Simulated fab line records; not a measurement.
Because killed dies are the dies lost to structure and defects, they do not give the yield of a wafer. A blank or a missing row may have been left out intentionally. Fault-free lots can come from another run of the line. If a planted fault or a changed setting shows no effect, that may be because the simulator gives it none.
Matching of chambers    flow nand-harc    NHARC_THIN_TSV_DEP_43 on pecvd-04 has 3 sister chambers
The step deposits SiO2, target thk 1328.5 nm. 3 wafers are shown with their chamber, then 7 later ones without.

== WAFERS, EACH WITH ITS CHAMBER ==
wafer   chamber  throttle-valve-pct (%)
L080.6  1        15.5
L089.1  2        16.3
L089.3  0        15.8

== WAFERS WITH NO CHAMBER GIVEN ==
wafer   throttle-valve-pct (%)
L089.4  15.3
L091.1  16.4
L091.3  15.7
L091.4  16.6
L094.3  15.5
L094.4  15.7
L094.6  16.6

== CHAMBER TAKEN BY EACH ==
wafer   from the rows above      in truth
L089.4  can't be placed: 1 or 0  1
L091.1  2                        2
L091.3  can't be placed: 0 or 1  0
L091.4  2                        2
L094.3  can't be placed: 1 or 0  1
L094.4  can't be placed: 0 or 1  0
L094.6  2                        2
3 of 7 placed correctly. From these rows, 4 cannot be placed; in 4 the true chamber is one of the candidates. Number placed wrongly: 0.
How it was worked out, from the rows above alone: a wafer's distance from a chamber is the root of the sum, over the readings, of the square of ((its reading less the chamber's mean) divided by the reading's scatter). If the next closest chamber is less than 2 further off than the closest, the wafer can't be placed; otherwise it belongs to the closest. For every chamber, the mean is computed from those of its wafers that are shown. The scatter: with one shown wafer a chamber, the root of the mean of the squares of how far each hidden wafer lies from its nearest shown one.
